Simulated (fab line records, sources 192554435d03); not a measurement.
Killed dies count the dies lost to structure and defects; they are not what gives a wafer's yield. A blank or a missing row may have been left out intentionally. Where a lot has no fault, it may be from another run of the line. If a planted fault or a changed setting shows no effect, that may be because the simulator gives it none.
Which tool is to blame? ; flow n5_finfet ; 21 wafers from 7 lots sampled at 9 of the route's 1938 steps

== WHAT THE GAUGES SHOWED, per wafer ==
N5_SPACER0_INSPECT_04: inspects for defects (darkfield). Usual: raw_defect_count reads 151 (standard deviation 39).
lot;measured;on;raw_defect_count;flag
L898;day 3 02:30;defect_inspect-02;230 143 167;
L906;day 5 05:03;defect_inspect-01;154 151 155;
L908;day 5 16:08;defect_inspect-01;161 179 118;
L911;day 6 08:34;defect_inspect-01;135 893 156;OFF
L917;day 7 20:52;defect_inspect-02;166 135 109;
L920;day 8 12:07;defect_inspect-02;159 169 142;
L921;day 8 23:41;defect_inspect-02;210 186 174;

N5_SD_EPI_N_INSPECT_11: inspects for defects (macro). Usual: raw_defect_count reads 2.0 (standard deviation 1.2).
lot;measured;on;raw_defect_count;flag
L898;day 3 02:57;defect_inspect-01;1 3 2;
L906;day 5 05:30;defect_inspect-02;0 2 2;
L908;day 5 16:35;defect_inspect-01;3 2 4;
L911;day 6 09:01;defect_inspect-01;3 >300 1;
L917;day 7 21:12;defect_inspect-02;1 0 2;
L920;day 8 12:27;defect_inspect-02;1 2 3;
L921;day 9 00:01;defect_inspect-02;2 3 1;

N5_SD_EPI_N_INSPECT_26: inspects for defects (darkfield). Usual: raw_defect_count reads 221 (standard deviation 49).
lot;measured;on;raw_defect_count;flag
L898;day 3 10:11;defect_inspect-01;264 192 197;
L906;day 5 09:44;defect_inspect-02;268 215 240;
L908;day 5 20:36;defect_inspect-01;191 248 148;
L911;day 6 14:51;defect_inspect-01;185 942 220;OFF
L917;day 8 01:22;defect_inspect-01;205 190 137;
L920;day 8 17:28;defect_inspect-02;273 223 180;
L921;day 9 04:12;defect_inspect-02;279 233 250;

N5_SD_ACTIVATION_INSPECT_02: inspects for defects (darkfield). Usual: raw_defect_count reads 196 (standard deviation 41).
lot;measured;on;raw_defect_count;flag
L898;day 3 18:09;defect_inspect-02;281 183 179;
L906;day 5 14:44;defect_inspect-02;252 201 230;
L908;day 6 01:50;defect_inspect-02;187 179 127;
L911;day 6 19:58;defect_inspect-02;195 930 195;OFF
L917;day 8 08:13;defect_inspect-02;208 204 190;
L920;day 8 22:25;defect_inspect-01;202 162 162;
L921;day 9 09:10;defect_inspect-02;255 200 245;

N5_BEOL_M4_RC_MEAS_101. Usual: DIBL_N 36.4 mV/V, standard deviation 1.6; DIBL_P 36.2 mV/V, standard deviation 1.8; IOFF_N 0.159 nA/um, standard deviation 0.029; IOFF_P 0.21 nA/um, standard deviation 0.034; ION_N 670 uA/um, standard deviation 12; ION_P 459 uA/um, standard deviation 8.2; SS_N 71.5 mV/dec, standard deviation 0.59; SS_P 73.2 mV/dec, standard deviation 0.54; VT_N 250 mV, standard deviation 3.3; VT_P -250 mV, standard deviation 3.7.
lot;measured;on;DIBL_N (mV/V);DIBL_P (mV/V);IOFF_N (nA/um);IOFF_P (nA/um);ION_N (uA/um);ION_P (uA/um);SS_N (mV/dec);SS_P (mV/dec);VT_N (mV);VT_P (mV);flag
L898;day 8 20:48;prober-02;35.8 36.6 36.6;37.4 37.3 37.5;0.150 0.153 0.164;0.20 0.20 0.21;673 659 671;460 447 459;71.2 71.3 71.5;73.4 73.6 73.1;248 251 251;-251 -252 -254;
L906;day 11 16:36;prober-01;35.4 34.2 36.1;35.6 34.4 38.2;0.146 0.130 0.167;0.17 0.15 0.20;671 657 672;458 442 455;71.8 72.3 72.0;72.9 72.1 73.4;250 255 249;-255 -256 -251;
L908;day 11 11:47;prober-02;37.8 37.7 35.8;38.0 36.4 34.1;0.182 0.181 0.142;0.23 0.19 0.16;673 684 659;463 456 445;71.8 72.6 71.4;73.8 73.7 72.9;250 249 253;-252 -254 -255;
L911;day 12 14:15;prober-02;39.6 37.1 38.9;38.4 35.3 36.7;0.228 0.165 0.199;0.24 0.20 0.22;701 671 681;467 455 456;72.1 71.9 71.9;73.0 73.3 73.1;246 248 248;-248 -252 -251;
L917;day 13 05:46;prober-02;39.8 34.7 37.9;38.1 34.4 36.6;0.211 0.128 0.181;0.25 0.20 0.24;673 667 677;456 459 458;72.7 70.1 72.7;74.5 72.9 73.4;243 251 246;-251 -249 -248;
L920;day 14 19:29;prober-01;36.1 37.3 33.1;37.1 39.1 34.9;0.157 0.196 0.117;0.22 0.26 0.19;657 689 652;458 472 460;71.7 71.7 70.8;73.4 73.6 72.5;253 247 253;-250 -248 -250;
L921;day 14 23:20;prober-02;37.0 32.8 32.9;37.7 33.8 34.5;0.179 0.114 0.119;0.27 0.20 0.23;671 657 660;468 466 464;72.1 70.8 70.8;73.9 72.3 73.0;248 255 249;-245 -246 -247;

== TOOL THAT RAN EACH LOT (tool first, then ch and the chambers of the sampled wafers, then the start) ==
lot;N5_DUMMY_GATE_ETCH_29;N5_DUMMY_GATE_STRIP_41;N5_DUMMY_GATE_ETCH_23;N5_SPACER0_ALD_00
L898;rie_diel-05 ch 0,2, day 3 00:48;rie_diel-05 ch 0,2,3, day 3 01:12;rie_si-05 ch 0,1,2, day 3 01:26;ald_sin-03 ch 0,3, day 3 02:05
L906;rie_diel-05 ch 0,1,3, day 5 02:14;rie_diel-05 ch 1,2,3, day 5 02:40;rie_si-05 ch 0,1,2, day 5 02:54;ald_sin-01 ch 0,1,3, day 5 04:38
L908;rie_diel-05 ch 0,2, day 5 14:04;rie_diel-04 ch 0,3, day 5 14:28;rie_si-04 ch 0,1,3, day 5 14:42;ald_sin-01 ch 2,3, day 5 15:43
L911;rie_diel-05 ch 1,2,3, day 6 06:21;rie_diel-02 ch 2,3, day 6 06:50;rie_si-04 ch 1,2, day 6 07:04;ald_sin-01 ch 1,2,3, day 6 08:09
L917;rie_diel-02 ch 0,2,3, day 7 17:53;rie_diel-02 ch 0,1,3, day 7 18:32;rie_si-04 ch 0,2,3, day 7 18:46;ald_sin-02 ch 0,2,3, day 7 20:27
L920;rie_diel-05 ch 0,1,2, day 8 10:17;rie_diel-05 ch 0,1,3, day 8 10:41;rie_si-02 ch 0,1,3, day 8 10:55;ald_sin-02 ch 1,2,3, day 8 11:43
L921;rie_diel-04 ch 0,1,2, day 8 19:58;rie_diel-02 ch 0,2,3, day 8 20:23;rie_si-02 ch 0,1,2, day 8 20:37;ald_sin-02 ch 1,3, day 8 23:16
- N5_DUMMY_GATE_ETCH_29: etches underlayer in N2/H2, target depth 13 nm.
- N5_DUMMY_GATE_STRIP_41: strips in O2.
- N5_DUMMY_GATE_ETCH_23: etches poly-Si in HBr/Cl2/O2, target depth 41 nm, time 22.3 s.
- N5_SPACER0_ALD_00: deposits SiOCN, target thk 3.5 nm, pulse time 3 s, purge time 2 s.

== AS READ BY THE TOOLS THEMSELVES (means over the sampled wafers that have a number; for cases with no such wafer, the mark the record gives instead) ==
N5_DUMMY_GATE_ETCH_29. Usual: drypump_motor_current_A 5.7 A, standard deviation 0.42; h2_flow_sccm 200.1 sccm, standard deviation 0.63; oes_product_au 0.80 a.u., standard deviation 0.1; rf_vpp_V 524 V, standard deviation 3; showerhead_plenum_p_Torr 2.55 Torr, standard deviation 0.1; throttle_valve_pct 18.04 %, standard deviation 0.2.
lot;tool;drypump_motor_current_A (A);h2_flow_sccm (sccm);oes_product_au (a.u.);rf_vpp_V (V);showerhead_plenum_p_Torr (Torr);throttle_valve_pct (%);flag
L898;rie_diel-05;5.5;199.6;0.81;522;2.47;17.97;
L906;rie_diel-05;5.9;200.8;0.77;523;2.57;18.06;
L908;rie_diel-05;5.4;200.8;0.75;521;2.44;18.11;
L911;rie_diel-05;5.9;200.4;0.80;526;2.58;17.98;
L917;rie_diel-02;5.8;200.1;0.86;525;2.59;18.01;
L920;rie_diel-05;5.7;200.0;0.73;521;2.48;18.17;
L921;rie_diel-04;5.4;199.9;0.83;527;2.64;17.88;

N5_DUMMY_GATE_STRIP_41. Usual: drypump_motor_current_A 5.6 A, standard deviation 0.41; oes_product_au 0.81 a.u., standard deviation 0.1; rf_vpp_V 3.6 V, standard deviation 0.46; showerhead_plenum_p_Torr 2.09 Torr, standard deviation 0.082; throttle_valve_pct 16.75 %, standard deviation 0.19.
lot;tool;drypump_motor_current_A (A);oes_product_au (a.u.);rf_vpp_V (V);showerhead_plenum_p_Torr (Torr);throttle_valve_pct (%);flag
L898;rie_diel-05;5.6;0.84;3.4;2.09;16.60;
L906;rie_diel-05;5.9;0.83;3.5;2.12;16.69;
L908;rie_diel-04;5.3;0.73;3.6;2.00;16.94;
L911;rie_diel-02;5.8;0.94;3.5;2.17;16.53;
L917;rie_diel-02;5.5;0.88;3.6;2.07;16.72;
L920;rie_diel-05;5.9;0.76;3.3;2.10;16.75;
L921;rie_diel-02;5.7;0.84;3.8;2.12;16.71;

N5_DUMMY_GATE_ETCH_23. Usual: drypump_motor_current_A 5.8 A, standard deviation 0.43; he_backside_leak_sccm 2.72 sccm, standard deviation 0.29; mfc_cl2_sccm 80.04 sccm, standard deviation 0.24; oes_product_au 0.993 a.u., standard deviation 0.016; throttle_valve_pct 37.43 %, standard deviation 0.28.
lot;tool;drypump_motor_current_A (A);he_backside_leak_sccm (sccm);mfc_cl2_sccm (sccm);oes_product_au (a.u.);throttle_valve_pct (%);flag
L898;rie_si-05;6.1;2.75;80.11;0.980;37.28;
L906;rie_si-05;6.1;2.76;80.15;0.982;37.28;
L908;rie_si-04;5.5;2.72;79.86;0.998;37.07;
L911;rie_si-04;5.7;3.01;79.94;1.006;37.21;
L917;rie_si-04;5.7;2.66;80.15;0.992;37.21;
L920;rie_si-02;5.8;2.59;80.08;0.985;37.71;
L921;rie_si-02;5.5;2.58;79.93;1.008;37.68;

N5_SPACER0_ALD_00. Usual: heater_power_w 858 W, standard deviation 78; precursor_pulse_height_rel 1.004, standard deviation 0.019.
lot;tool;heater_power_w (W);precursor_pulse_height_rel;flag
L898;ald_sin-03;751;1.017;
L906;ald_sin-01;858;1.007;
L908;ald_sin-01;877;1.002;
L911;ald_sin-01;847;1.006;
L917;ald_sin-02;942;0.992;
L920;ald_sin-02;908;1.011;
L921;ald_sin-02;902;0.999;

== THE ANSWER, worked out from the rows above alone ==
Rule: a lot counts as off when the mean over its wafers that have a number is more than 3 standard deviations away from the usual mean. Also off: a lot with no number at a reading for which 4 or more lots have one. Where the step has rows for the other lots, those lots are counted as sound. The gauges are gone through in route order, then the tools' own readings, and for those a lot's mean is taken as printed above. The first step at which some lot is off is used, and at that step the reading that is off furthest; a lot without a number counts as furthest.
Off: L911, at N5_SPACER0_INSPECT_04 (raw_defect_count).
A tool fits if, at a process step before that reading, it ran every lot that is off, and no sound lot after the first of them. The gauges at N5_SPACER0_INSPECT_04 aren't tried: what is off there is off at N5_SD_ACTIVATION_INSPECT_02 too, on other tools, and a gauge's error can't cause that. One fits: N5_SPACER0_ALD_00 on ald_sin-01. A fault onset in the window from L908 (day 5 15:43, its last sound lot) to L911 (day 6 08:09, its first lot off) fits.

== WHAT THE SIMULATOR HAD PUT IN ==
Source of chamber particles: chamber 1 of ald_sin-01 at N5_SPACER0_ALD_00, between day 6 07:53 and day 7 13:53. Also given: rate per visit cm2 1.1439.
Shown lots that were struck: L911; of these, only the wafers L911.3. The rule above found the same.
